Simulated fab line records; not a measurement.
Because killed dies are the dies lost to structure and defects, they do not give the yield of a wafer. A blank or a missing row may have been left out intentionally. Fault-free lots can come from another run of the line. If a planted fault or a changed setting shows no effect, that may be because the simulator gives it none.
fab line records | flow nand_harc
record lots=6 | wafers=18 | last_day=32
route steps=1302 shown P_GATE@205 P_CONTACT@217 END@1302
lots that met no fault: from a run of the same line without faults
start_h: hours from the record's opening day to when the first of the lot's shown wafers began | wait_h: time in hours since the lot's previous step | " as in the row above | L1.1+2: one row covering several wafers at once | - no value, or no start given | * or withheld: withheld | < > ~ a bound
route shown NAME@n: a module of which the file shows steps, and the number in the route of the first | usual: mean/standard deviation taken from wafers without a fault | same: alike in all rows | chamber/n: place in a boat | sites: readings site by site | _std_site: the values' standard deviation | _edge_site: the outer-site mean with the inner-site mean subtracted | radius_mm: how far each site lies from the wafer's centre | mask NAME#n: copy n | behind: tool/chamber where the wafer was last shaped | hold: cause of the lot's hold/its duration in hours/its outcome | device: the n, p or np transistor that did not switch | end of line: tests of these same wafers at the route's end | step lacking rows: just its recipe | killed: not the wafer's yield, but the dies lost to structure and defects at the first sort | map: shows each die of a wafer: x if killed, . if not, _ if none is there
set.NAME: the setting the step ran with; set.NAME@STEP: the setting that earlier step ran with | model.NAME: the simulator's own value behind a step, which no gauge read
certain route steps with their lots: each step a table, each wafer a row
services: the hour from which a tool's chamber was out of use, counted from the record's first day as start_h (under 0 if before that day), plus the number of hours and why
## steps
# step NHARC_P_GATE_STRIP_95
# recipe power_w=1500 | temp_c=250 | chemistry=O2
# usual drypump_motor_current_A=5.3/0.52 | heater_power_w=348/15
lot.wafer | tool            | chamber | start_h | wait_h | drypump_motor_current_A | heater_power_w | rf_hours_counter_h
L298.1    | plasma_asher-01 | 0       | 121.44  | 0.6    | 5.7                     | 338            | 26
L298.2    | "               | 1       | "       | "      | 6.2                     | 348            | 26
L298.5    | "               | 1       | "       | "      | 6.1                     | 359            | -
L299.1    | plasma_asher-02 | 1       | 130.77  | 0.6    | 5.2                     | 322            | 9
L299.3    | "               | 1       | "       | "      | 5.2                     | 327            | -
L299.6    | "               | 0       | "       | "      | 4.8                     | 361            | -
L300.4    | plasma_asher-02 | 1       | 144.39  | 0.4    | 5.2                     | 314            | -
L300.5    | "               | 1       | "       | "      | 5.2                     | 324            | -
L300.6    | "               | 0       | "       | "      | 4.8                     | 349            | -
L313.1    | plasma_asher-01 | 0       | 274.47  | 0.6    | 5.7                     | 337            | 22
L313.4    | "               | 1       | "       | "      | 6.1                     | 369            | -
L313.5    | "               | 1       | "       | "      | 6.1                     | 357            | -
L314.2    | plasma_asher-02 | 0       | 283.18  | 0.6    | 4.8                     | 359            | 5
L314.3    | "               | 1       | "       | "      | 5.2                     | 355            | -
L314.6    | "               | 0       | "       | "      | 4.8                     | 356            | -
L316.1    | plasma_asher-01 | 1       | 306.44  | 0.6    | 6.1                     | 369            | 28
L316.2    | "               | 0       | "       | "      | 5.7                     | 341            | 28
L316.4    | "               | 0       | "       | "      | 5.7                     | 328            | -
# step NHARC_P_GATE_STRIP_96
# recipe time_s=900 | temp_c=130 | chemistry=SPM
# step NHARC_P_GATE_RTA_64
# recipe temp_c=1050 | time_s=1
# step NHARC_P_GATE_ETCH_77
# recipe target_depth_a=60 | chemistry=dHF | material=SiO2
# step NHARC_P_GATE_DEGAS_109
# recipe temp_c=300 | time_s=60
# usual heater_power_w=457/49
lot.wafer | tool           | chamber | start_h | wait_h | heater_power_w
L298.2    | pvd_sputter-03 | -       | 122.31  | 0.1    | 486
L298.1    | "              | -       | "       | "      | 488
L298.5    | "              | -       | "       | "      | 475
L299.3    | pvd_sputter-01 | -       | 131.67  | 0.1    | 388
L299.1    | "              | -       | "       | "      | 468
L299.6    | "              | -       | "       | "      | 522
L300.4    | pvd_sputter-02 | -       | 145.28  | 0.1    | 507
L300.6    | "              | -       | "       | "      | 541
L300.5    | "              | -       | "       | "      | 473
L313.1    | pvd_sputter-03 | -       | 275.38  | 0.1    | 505
L313.4    | "              | -       | "       | "      | 425
L313.5    | "              | -       | "       | "      | 385
L314.3    | pvd_sputter-03 | -       | 284.05  | 0.1    | 507
L314.2    | "              | -       | "       | "      | 427
L314.6    | "              | -       | "       | "      | 502
L316.2    | pvd_sputter-01 | -       | 307.31  | 0.1    | 505
L316.4    | "              | -       | "       | "      | 384
L316.1    | "              | -       | "       | "      | 398
# step NHARC_P_GATE_PRE_CLEAN_110
# recipe time_s=30 | bias_v=200 | gas=Ar
# step NHARC_P_GATE_SPUTTER_78
# recipe target_thk_a=100 | material=Ni
# step NHARC_P_GATE_SPUTTER_79
# recipe target_thk_a=100 | material=TiN
# step NHARC_P_GATE_RTA_80
# recipe temp_c=300 | time_s=30
# usual wafer_temp_C_max=302.0/0.43
lot.wafer | tool          | chamber | start_h | wait_h | wafer_temp_C_max
L298.1    | rtp_anneal-02 | 0       | 122.61  | -      | 302.5
L298.2    | "             | 0       | "       | "      | 302.4
L298.5    | "             | 0       | "       | "      | 301.7
L299.1    | rtp_anneal-01 | 0       | 131.97  | -      | 301.6
L299.3    | "             | 0       | "       | "      | 301.7
L299.6    | "             | 0       | "       | "      | 301.7
L300.4    | rtp_anneal-02 | 0       | 145.65  | -      | 302.1
L300.5    | "             | 0       | "       | "      | 301.5
L300.6    | "             | 0       | "       | "      | 301.8
L313.1    | rtp_anneal-01 | 0       | 275.68  | -      | 302.4
L313.4    | "             | 0       | "       | "      | 301.8
L313.5    | "             | 0       | "       | "      | 302.1
L314.2    | rtp_anneal-01 | 0       | 284.37  | -      | 301.5
L314.3    | "             | 0       | "       | "      | 302.1
L314.6    | "             | 0       | "       | "      | 301.8
L316.1    | rtp_anneal-02 | 0       | 307.76  | -      | 301.6
L316.2    | "             | 0       | "       | "      | 301.8
L316.4    | "             | 0       | "       | "      | 303.2
# step NHARC_P_GATE_STRIP_67
# recipe time_s=600 | temp_c=130 | chemistry=SPM
# step NHARC_P_GATE_RTA_82
# recipe temp_c=450 | time_s=30
# usual lamp_power_pct=3.73/0.14 | lamp_zone_6_pct=3.70/0.14 | wafer_temp_C_max=452.9/0.55
lot.wafer | tool          | chamber | start_h | wait_h | lamp_power_pct | lamp_zone_6_pct | wafer_temp_C_max
L298.1    | rtp_anneal-02 | 0       | 123.07  | -      | 3.61           | 3.58            | 453.2
L298.2    | "             | 0       | "       | "      | 3.61           | 3.58            | 452.9
L298.5    | "             | 0       | "       | "      | 3.61           | 3.58            | 452.6
L299.1    | rtp_anneal-02 | 0       | 132.43  | -      | 3.61           | 3.59            | 452.8
L299.3    | "             | 0       | "       | "      | 3.61           | 3.58            | 454.1
L299.6    | "             | 0       | "       | "      | 3.61           | 3.59            | 453.1
L300.4    | rtp_anneal-01 | 0       | 146.11  | -      | 3.90           | 3.87            | 452.9
L300.5    | "             | 0       | "       | "      | 3.90           | 3.87            | 453.1
L300.6    | "             | 0       | "       | "      | 3.90           | 3.87            | 452.3
L313.1    | rtp_anneal-02 | 0       | 276.13  | -      | 3.61           | 3.59            | 453.6
L313.4    | "             | 0       | "       | "      | 3.61           | 3.58            | 452.7
L313.5    | "             | 0       | "       | "      | 3.61           | 3.58            | 454.3
L314.2    | rtp_anneal-01 | 0       | 284.82  | -      | 3.91           | 3.87            | 452.9
L314.3    | "             | 0       | "       | "      | 3.90           | 3.87            | 452.7
L314.6    | "             | 0       | "       | "      | 3.90           | 3.87            | 452.4
L316.1    | rtp_anneal-01 | 0       | 308.22  | -      | 3.90           | 3.87            | 452.8
L316.2    | "             | 0       | "       | "      | 3.90           | 3.87            | 453.8
L316.4    | "             | 0       | "       | "      | 3.90           | 3.88            | 453.9
# step NHARC_P_GATE_INSPECT_68
# usual raw_defect_count=230/120
lot.wafer | tool              | chamber | start_h | wait_h | raw_defect_count
L298.1    | defect_inspect-01 | -       | 123.26  | 0.2    | 190
L298.2    | "                 | -       | "       | "      | 284
L298.5    | "                 | -       | "       | "      | 285
L299.1    | defect_inspect-02 | -       | 132.62  | 0.2    | 157
L299.3    | "                 | -       | "       | "      | 236
L299.6    | "                 | -       | "       | "      | 121
L300.4    | defect_inspect-01 | -       | 146.25  | 0.1    | 258
L300.5    | "                 | -       | "       | "      | 419
L300.6    | "                 | -       | "       | "      | 241
L313.1    | defect_inspect-01 | -       | 276.34  | 0.2    | 183
L313.4    | "                 | -       | "       | "      | 332
L313.5    | "                 | -       | "       | "      | 236
L314.2    | defect_inspect-02 | -       | 284.99  | 0.1    | 237
L314.3    | "                 | -       | "       | "      | 235
L314.6    | "                 | -       | "       | "      | 166
L316.1    | defect_inspect-01 | -       | 308.42  | 0.2    | 217
L316.2    | "                 | -       | "       | "      | 244
L316.4    | "                 | -       | "       | "      | 352
# step NHARC_P_CONTACT_DEP_30
# recipe target_thk_a=300 | temp_c=400 | target_thk_nm=30 | flow_sccm=200 | rf_w=450 | material=SiNx
# usual heater_power_w=725/130 | rf_fwd_power_W=448.7/1.5
lot.wafer | tool     | chamber | start_h | wait_h | heater_power_w | rf_fwd_power_W
L298.1    | pecvd-02 | 2       | 123.33  | 0.1    | 729            | 446.5
L298.2    | "        | 0       | "       | "      | 928            | 449.3
L298.5    | "        | 2       | "       | "      | 714            | 447.9
L299.1    | pecvd-03 | 1       | 132.78  | 0.2    | 546            | 447.4
L299.3    | "        | 2       | "       | "      | 574            | 447.5
L299.6    | "        | 1       | "       | "      | 547            | 448.8
L300.5    | pecvd-02 | 1       | 146.43  | 0.2    | 731            | 448.8
L300.6    | "        | 2       | "       | "      | 785            | 448.6
L300.4    | "        | 0       | "       | "      | 945            | 451.3
L313.1    | pecvd-02 | 0       | 276.48  | 0.1    | 975            | 449.1
L313.5    | "        | 2       | "       | "      | 837            | 448.1
L313.4    | "        | 0       | "       | "      | 970            | 449.7
L314.3    | pecvd-02 | 1       | 285.06  | 0.1    | 739            | 449.0
L314.2    | "        | 0       | "       | "      | 911            | 450.4
L314.6    | "        | 0       | "       | "      | 892            | 449.0
L316.2    | pecvd-03 | 1       | 308.52  | 0.1    | 527            | 448.0
L316.1    | "        | 2       | "       | "      | 601            | 450.6
L316.4    | "        | 1       | "       | "      | 561            | 448.9
# step NHARC_P_CONTACT_DEP_00
# recipe target_thk_a=5000 | temp_c=400 | pressure_torr=6.5 | rf_w=900 | teos_flow_sccm=161.4 | flow_sccm=2650 | target_thk_nm=500 | gas=O2 | material=SiO2
# step NHARC_P_CONTACT_CMP_01
# recipe target_thk_nm=200 | material=SiO2
# step NHARC_P_CONTACT_SRD_03
# step NHARC_P_CONTACT_DEHYDRATE_04
# recipe temp_c=150 | time_s=120
# step NHARC_P_CONTACT_HMDS_05
# recipe time_s=30
# step NHARC_P_CONTACT_COAT_33
# recipe temp_c=260 | time_s=75
# step NHARC_P_CONTACT_COAT_34
# recipe temp_c=225 | time_s=65
# step NHARC_P_CONTACT_COAT_06
# recipe spin_rpm=1500 | resist_thk_nm=90
# step NHARC_P_CONTACT_SOFTBAKE_07
# recipe temp_c=105 | time_s=55
# step NHARC_P_CONTACT_EBR_08
# step NHARC_P_CONTACT_EXPOSE_09
# recipe na=1.35 | target_cd_nm=90 | dose_mj=81.26 | mask_id=P_CA
# step NHARC_P_CONTACT_PEB_10
# recipe peb_temp_c=100 | peb_time_s=65
# step NHARC_P_CONTACT_DEVELOP_11
# recipe develop_time_s=35 | dev_temp_c=23
# step NHARC_P_CONTACT_CD_MEAS_12
# recipe target_cd_nm=90 | landing_energy_ev=500
# usual cd_nm=90.1/0.58
lot.wafer | tool      | chamber | start_h | wait_h | cd_nm
L298.1    | cd_sem-02 | 0       | 124.87  | -      | 88.6
L298.2    | "         | 0       | "       | "      | 89.3
L298.5    | "         | 0       | "       | "      | 89.2
L299.1    | cd_sem-03 | 0       | 134.28  | -      | 90.1
L299.3    | "         | 0       | "       | "      | 89.6
L299.6    | "         | 0       | "       | "      | 90.1
L300.4    | cd_sem-03 | 0       | 147.74  | -      | 90.7
L300.5    | "         | 0       | "       | "      | 90.7
L300.6    | "         | 0       | "       | "      | 91.6
L313.1    | cd_sem-02 | 0       | 277.82  | -      | 91.0
L313.4    | "         | 0       | "       | "      | 90.6
L313.5    | "         | 0       | "       | "      | 89.3
L314.2    | cd_sem-03 | 0       | 286.61  | -      | 90.2
L314.3    | "         | 0       | "       | "      | 89.7
L314.6    | "         | 0       | "       | "      | 89.0
L316.1    | cd_sem-03 | 0       | 309.90  | -      | 89.1
L316.2    | "         | 0       | "       | "      | 89.9
L316.4    | "         | 0       | "       | "      | 89.5
# step NHARC_P_CONTACT_OVL_MEAS_13
# usual overlay_x_nm=-0.1/0.82 | overlay_y_nm=0.3/0.87
lot.wafer | tool       | chamber | start_h | wait_h | overlay_x_nm | overlay_y_nm
L298.1    | overlay-01 | -       | 124.96  | -      | -1.0         | -0.7
L298.2    | "          | -       | "       | "      | -1.1         | -0.4
L298.5    | "          | -       | "       | "      | -1.3         | -1.0
L299.1    | overlay-01 | -       | 134.37  | -      | 0.5          | 0.3
L299.3    | "          | -       | "       | "      | 1.1          | 0.5
L299.6    | "          | -       | "       | "      | 1.2          | 0.2
L300.4    | overlay-01 | -       | 147.82  | -      | 1.3          | -0.4
L300.5    | "          | -       | "       | "      | 0.6          | -1.0
L300.6    | "          | -       | "       | "      | 0.9          | -0.6
L313.1    | overlay-02 | -       | 277.90  | -      | 0.3          | -0.4
L313.4    | "          | -       | "       | "      | 0.7          | -0.2
L313.5    | "          | -       | "       | "      | 1.1          | 0.0
L314.2    | overlay-02 | -       | 286.70  | -      | -0.5         | 0.8
L314.3    | "          | -       | "       | "      | -0.3         | 0.6
L314.6    | "          | -       | "       | "      | -0.5         | 0.3
L316.1    | overlay-01 | -       | 309.98  | -      | -2.0         | 0.7
L316.2    | "          | -       | "       | "      | -2.0         | 0.7
L316.4    | "          | -       | "       | "      | -2.0         | 0.7
# step NHARC_P_CONTACT_DESCUM_17
# recipe time_s=3 | o2_flow_sccm=200 | ar_flow_sccm=0 | bias_power_w=0 | chemistry=O2
# step NHARC_P_CONTACT_ETCH_35
# recipe target_depth_a=390 | over_etch_frac=0.3 | time_s=65 | ion_energy_ev=80 | cf4_flow_sccm=150 | ar_flow_sccm=0 | rf_w=300 | bias_w=100 | chemistry=CF4
# step NHARC_P_CONTACT_ETCH_36
# recipe target_depth_a=2600 | over_etch_frac=0.25 | time_s=406.25 | ion_energy_ev=200 | n2_flow_sccm=150 | h2_flow_sccm=150 | ar_flow_sccm=0 | rf_w=400 | bias_w=150 | chemistry=N2/H2
# step NHARC_P_CONTACT_ETCH_18
# recipe target_depth_a=4810 | time_s=240.5 | c4f8_flow_sccm=20 | o2_flow_sccm=10 | ar_flow_sccm=withheld | rf_w=600 | bias_w=1500 | chemistry=C4F8/O2/Ar
# step NHARC_P_CONTACT_STRIP_37
# recipe c4f8_flow_sccm=withheld | o2_flow_sccm=8 | ar_flow_sccm=withheld | bias_w=0 | chemistry=C4F8/O2/Ar
# step NHARC_P_CONTACT_ETCH_31
# recipe target_depth_a=300 | time_s=85.7 | ion_energy_ev=120 | over_etch_frac=1 | ch3f_flow_sccm=50 | o2_flow_sccm=30 | ar_flow_sccm=200 | rf_w=500 | bias_w=100 | chemistry=CH3F/O2
# usual drypump_motor_current_A=5.6/0.49 | oes_product_au=0.978/0.013 | rf_fwd_power_W=496.0/1.9 | rf_vpp_V=245.1/1.4 | showerhead_plenum_p_Torr=2.51/0.084 | throttle_valve_pct=20.662/0.0095
lot.wafer | tool        | chamber | start_h | wait_h | drypump_motor_current_A | oes_product_au | rf_fwd_power_W | rf_hours_counter_h | rf_vpp_V | showerhead_plenum_p_Torr | throttle_valve_pct
L298.1    | rie_diel-08 | 2       | -       | -      | 6.7                     | 0.979          | 494.9          | 3.3                | 245.0    | 2.48                     | 20.656
L298.2    | "           | 1       | "       | "      | 5.1                     | 0.980          | 496.8          | 3.2                | 243.1    | 2.41                     | 20.657
L298.5    | "           | 3       | "       | "      | 5.5                     | 0.945          | 498.5          | -                  | 245.5    | 2.53                     | 20.650
L299.1    | rie_diel-11 | 0       | -       | -      | 5.5                     | 0.982          | 498.4          | 3.0                | 246.3    | 2.53                     | 20.657
L299.3    | "           | 3       | "       | "      | 5.7                     | 0.986          | 497.0          | 3.2                | 245.7    | 2.63                     | 20.657
L299.6    | "           | 1       | "       | "      | 4.7                     | 0.984          | 495.9          | -                  | 241.9    | 2.44                     | 20.652
L300.4    | rie_diel-12 | 2       | -       | -      | 5.2                     | 0.991          | 495.0          | 1.6                | 244.2    | 2.40                     | 20.667
L300.6    | "           | 3       | "       | "      | 5.6                     | 0.979          | 495.4          | -                  | 247.4    | 2.60                     | 20.653
L300.5    | "           | 0       | "       | "      | 5.5                     | 0.994          | 496.3          | -                  | 243.6    | 2.41                     | 20.681
L313.4    | rie_diel-12 | 2       | -       | -      | 5.1                     | 0.994          | 494.4          | 0.3                | 244.0    | 2.40                     | 20.674
L313.1    | "           | 3       | "       | "      | 5.6                     | 0.976          | 497.2          | 0.2                | 246.3    | 2.60                     | 20.656
L313.5    | "           | 2       | "       | "      | 5.2                     | 0.994          | 494.3          | -                  | 243.6    | 2.40                     | 20.664
L314.2    | rie_diel-11 | 3       | -       | -      | 5.7                     | 1.009          | 498.4          | 1.6                | 246.3    | 2.63                     | 20.663
L314.3    | "           | 1       | "       | "      | 4.7                     | 0.982          | 492.3          | 1.2                | 243.8    | 2.44                     | 20.657
L314.6    | "           | 3       | "       | "      | 5.7                     | 1.009          | 496.8          | -                  | 247.6    | 2.63                     | 20.671
L316.1    | rie_diel-11 | 2       | -       | -      | 6.1                     | 0.995          | 496.4          | 2.9                | 247.1    | 2.62                     | 20.659
L316.4    | "           | 0       | "       | "      | 5.5                     | 0.979          | 497.5          | 2.5                | 245.3    | 2.53                     | 20.658
L316.2    | "           | 1       | "       | "      | 4.7                     | 0.973          | 494.1          | 2.2                | 244.7    | 2.43                     | 20.668
# step NHARC_P_CONTACT_CD_MEAS_19
# usual cd_nm=89.9/1.4
lot.wafer | tool      | chamber | start_h | wait_h | cd_nm
L298.1    | cd_sem-02 | -       | 126.08  | -      | 89.3
L298.2    | "         | -       | "       | "      | 90.2
L298.5    | "         | -       | "       | "      | 91.3
L299.1    | cd_sem-02 | -       | 135.34  | -      | 87.9
L299.3    | "         | -       | "       | "      | 92.0
L299.6    | "         | -       | "       | "      | 86.5
L300.4    | cd_sem-01 | -       | 148.79  | -      | 88.8
L300.5    | "         | -       | "       | "      | 90.7
L300.6    | "         | -       | "       | "      | 90.5
L313.1    | cd_sem-03 | -       | 278.87  | -      | 91.8
L313.4    | "         | -       | "       | "      | 90.2
L313.5    | "         | -       | "       | "      | 89.3
L314.2    | cd_sem-01 | -       | 287.67  | -      | 91.1
L314.3    | "         | -       | "       | "      | 88.0
L314.6    | "         | -       | "       | "      | 89.0
L316.1    | cd_sem-03 | -       | 310.95  | -      | 88.2
L316.2    | "         | -       | "       | "      | 88.5
L316.4    | "         | -       | "       | "      | 88.9
# step NHARC_P_CONTACT_STRIP_28
# recipe o2_flow_sccm=500 | ar_flow_sccm=0 | bias_w=0 | chemistry=O2
# step NHARC_P_CONTACT_STRIP_29
# recipe time_s=1200 | temp_c=72.5 | chemistry=post_etch_residue_remover
# step NHARC_P_CONTACT_DEGAS_38
# recipe temp_c=300 | time_s=60
# step NHARC_P_CONTACT_PRE_CLEAN_39
# recipe time_s=19.5 | bias_v=250 | gas=Ar
# step NHARC_P_CONTACT_PVD_32
# recipe target_thk_a=50 | chamber_pressure_pa=5 | power_w=5000 | substrate_temp_c=200 | time_s=17.7 | material=Ti
# step NHARC_END_SORT_01
# recipe temp_c=25
# usual killed_at_array=62/22 | killed_at_other=1.0/1.4 | killed_at_periphery=4.2/2.8 | killed_dies=67/23 | killed_open=3.1/1.7 | killed_short=2.1/1.5
# same gross_dies=677
lot.wafer | tool      | chamber | start_h | wait_h | killed_at_array | killed_at_other | killed_at_periphery | killed_dies | killed_open | killed_short
L299.1    | prober-01 | 0       | 587.92  | 2.5    | 55              | 0               | 5                   | 60          | 3           | 1
L299.3    | prober-01 | 0       | 589.50  | 3.1    | 51              | 0               | 6                   | 57          | 2           | 0
L299.6    | prober-01 | 0       | 591.86  | 3.9    | 54              | 0               | 5                   | 59          | 3           | 3
L313.1    | prober-02 | 0       | 717.66  | 2.5    | 36              | 3               | 102                 | 141         | 6           | 1
L313.4    | prober-02 | 0       | 720.03  | 3.4    | 35              | 0               | 102                 | 137         | 1           | 1
L313.5    | prober-02 | 0       | 720.81  | 3.7    | 44              | 2               | 88                  | 134         | 1           | 2
L314.2    | prober-01 | 0       | 732.42  | 2.8    | 28              | 0               | 100                 | 128         | 5           | 0
L314.3    | prober-01 | 0       | 733.22  | 3.1    | 22              | 0               | 94                  | 116         | 1           | 2
L314.6    | prober-01 | 0       | 735.61  | 4.0    | 31              | 0               | 108                 | 139         | 2           | 1
# killed by level:class
L299.1 A_CHANNEL_HOLE_D1:chamber_film_flake=25 A_CHANNEL_HOLE_D2:chamber_film_flake=22 P_GATE:chamber_film_flake=4 A_STAIRCASE:chamber_film_flake=3 P_M0:geometric_particle:open=1 A_CHANNEL_HOLE_D1:geometric_particle:open=1 A_ONON_D2:geometric_particle:short=1 A_WL_FILL:geometric_particle:open=1
L299.3 A_CHANNEL_HOLE_D2:chamber_film_flake=26 A_CHANNEL_HOLE_D1:chamber_film_flake=16 P_GATE:chamber_film_flake=6 A_CONTACT:chamber_film_flake=3 A_STAIRCASE:chamber_film_flake=2 A_WL_FILL:geometric_particle:open=1 A_M1:geometric_particle:open=1 A_ZERO_WELL:chamber_film_flake=1
L299.6 A_CHANNEL_HOLE_D1:chamber_film_flake=23 A_CHANNEL_HOLE_D2:chamber_film_flake=19 P_GATE:chamber_film_flake=4 A_DECK1_JOINT:chamber_film_flake=2 A_WL_FILL:chamber_film_flake=2 A_CONTACT:chamber_film_flake=2 P_M0:geometric_particle:short=1 A_ONON_D2:geometric_particle:short=1
L313.1 P_CONTACT:unspecified=94 A_CHANNEL_HOLE_D1:chamber_film_flake=17 P_GATE:chamber_film_flake=4 P_CONTACT:chamber_film_flake=4 A_CONTACT:chamber_film_flake=4 A_STAIRCASE:chamber_film_flake=3 A_SLIT:chamber_film_flake=3 THIN_TSV:chamber_film_flake=3
L313.4 P_CONTACT:unspecified=93 A_CHANNEL_HOLE_D1:chamber_film_flake=21 A_CONTACT:chamber_film_flake=7 P_CONTACT:chamber_film_flake=5 P_GATE:chamber_film_flake=3 A_STAIRCASE:chamber_film_flake=2 P_CONTACT:geometric_particle:open=1 A_WL_FILL:geometric_particle:short=1
L313.5 P_CONTACT:unspecified=80 A_CHANNEL_HOLE_D1:chamber_film_flake=25 A_CONTACT:chamber_film_flake=10 P_GATE:chamber_film_flake=3 A_SLIT:chamber_film_flake=3 P_STI:chamber_film_flake=2 THIN_TSV:chamber_film_flake=2 P_CONTACT:chamber_film_flake=2
L314.2 P_CONTACT:unspecified=98 A_CHANNEL_HOLE_D1:chamber_film_flake=9 A_STAIRCASE:chamber_film_flake=7 A_CONTACT:chamber_film_flake=4 A_SLIT:chamber_film_flake=3 P_CONTACT:geometric_particle:open=1 P_M2:geometric_particle:open=1 A_ONON_D2:geometric_particle:open=1
L314.3 P_CONTACT:unspecified=91 A_CHANNEL_HOLE_D1:chamber_film_flake=8 A_STAIRCASE:chamber_film_flake=6 P_ZERO_WELL:chamber_film_flake=2 A_CHANNEL_FILL_D1:chamber_film_flake=2 P_GATE:geometric_particle:open=1 A_DECK1_JOINT:geometric_particle:short=1 A_M0:geometric_particle:short=1
L314.6 P_CONTACT:unspecified=107 A_CHANNEL_HOLE_D1:chamber_film_flake=9 A_SLIT:chamber_film_flake=7 A_STAIRCASE:chamber_film_flake=4 A_DECK1_JOINT:chamber_film_flake=2 A_CHANNEL_FILL_D1:geometric_particle:open=1 A_CHANNEL_FILL_D1:geometric_particle:short=1 A_DECK1_JOINT:geometric_particle:open=1
# map L313.1 (x killed, . not)
____________.____________
_________......._________
_______....x......_______
______.............______
_____...x..xx......._____
____....x............____
____..............xx.____
___........x......x.x.___
___....x.....x........___
__..................xx.__
__.x..............xxx..__
_x................x.x.xx_
_..........x.......xxxxx_
_.................x..xx._
_............x....xxx.x._
_x..x.x.........x.xxxxxx_
.................xxxxxxx.
.................xxxxxxxx
...............x.xxxxxxxx
..x..x..........xxxxxxxxx
................xxxxxxxxx
_..............xxxxxxxxx_
_...............xxxxxxxx_
_................xxxxxxx_
_......x........xxxxxxxx_
_......x......x...xxxxxx_
__...............xx.xxx__
__.............x...xx..__
___...................___
___...............x...___
____.................____
____.................____
_____..............._____
______.............______
_______..........._______
_________......._________
____________.____________
# map L314.6 (x killed, . not)
____________.____________
_________......._________
_______..........._______
______x............______
_____..............._____
____......x..........____
____...xxx...........____
___...................___
___..xxx...........x..___
__.....................__
__.....................__
_...x..................._
_.....................x._
_..................xx..._
_........xx.......xxxxx._
_........x......xxxxxxx._
.........xx.....xxxxxxxx.
.........x......xxxxxxxxx
..x...x...x....xxxxxxxxxx
......x........xxxxxxxxxx
x.x........x.x..xxxxxxxxx
_................xxxxxxx_
_.......x......xxxxxxxxx_
_.....x.........xxxxxxxx_
_......x..x.....xxxxxxxx_
_.................xxxxxx_
__....x.........x..xxxx__
__................x.x.x__
___..........x........___
___.................x.___
____.................____
____.................____
_____..............._____
______............x______
_______..........._______
_________......._________
____________.____________
## services
tool            | chamber | start_h | hours | kind
rie_diel-12     | 1       | 105.35  | 14.8  | repair
pecvd-03        | -       | 114.82  | 0.9   | repair
pvd_sputter-01  | -       | 122.92  | 8.7   | repair
pecvd-03        | -       | 128.27  | 1.4   | repair
pecvd-02        | 0       | 153.90  | 4.2   | repair
pecvd-03        | -       | 165.38  | 1.0   | repair
plasma_asher-01 | -       | 165.53  | 9.0   | pm
pvd_sputter-03  | -       | 168.65  | 0.8   | repair
pvd_sputter-03  | -       | 170.06  | 10.0  | pm
pecvd-02        | 0       | 177.96  | 21.5  | repair
rie_diel-11     | -       | 183.67  | 2.5   | repair
pecvd-03        | -       | 185.43  | 13.0  | pm
pecvd-02        | 2       | 190.80  | 22.0  | repair
plasma_asher-01 | -       | 220.77  | 3.8   | repair
pvd_sputter-01  | -       | 226.00  | 10.0  | pm
pecvd-02        | -       | 227.35  | 13.0  | pm
rie_diel-11     | 1       | 230.09  | 6.1   | repair
pecvd-03        | -       | 240.43  | 0.8   | repair
pvd_sputter-01  | -       | 244.15  | 6.5   | repair
plasma_asher-02 | -       | 249.00  | 9.0   | pm
rie_diel-11     | -       | 255.50  | 9.0   | pm
rie_diel-12     | -       | 268.40  | 9.0   | pm
pvd_sputter-03  | -       | 286.18  | 9.4   | repair
plasma_asher-01 | -       | 291.09  | 1.2   | repair
## key
first_sign step=NHARC_END_SORT_01 | reading=killed_at_periphery | direction=up | sigmas=34 | usual=4.2 | struck=99
effect step=NHARC_END_SORT_01 | reading=killed_dies | direction=up | sigmas=2.9 | usual=67 | struck=132
more_kills_born_at NHARC_P_CONTACT_DEP_30@pecvd-02=563
met_at NHARC_P_CONTACT_DEP_30
struck_wafers L313.1,L313.4,L313.5,L314.2,L314.3,L314.6
tester_left_out L313,L314
onset_between 146.43 276.48
also_fits NHARC_P_GATE_DEGAS_109:pvd_sputter-03,NHARC_P_GATE_RTA_80:rtp_anneal-01
fault kind=chamber_particle_source | tool=pecvd-02 | chamber=- | onset_h=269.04 | steps=NHARC_P_CONTACT_DEP_30 | rate_per_visit_cm2=2.1931 | end_h=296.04
# tester_left_out: of these lots the tester's yield and bins aren't shown, on N5 and GAA mostly nor the transistor test; their killed dies are dies lost to structure and defects alone, not to doping, threshold or leakage, so they don't give the yield
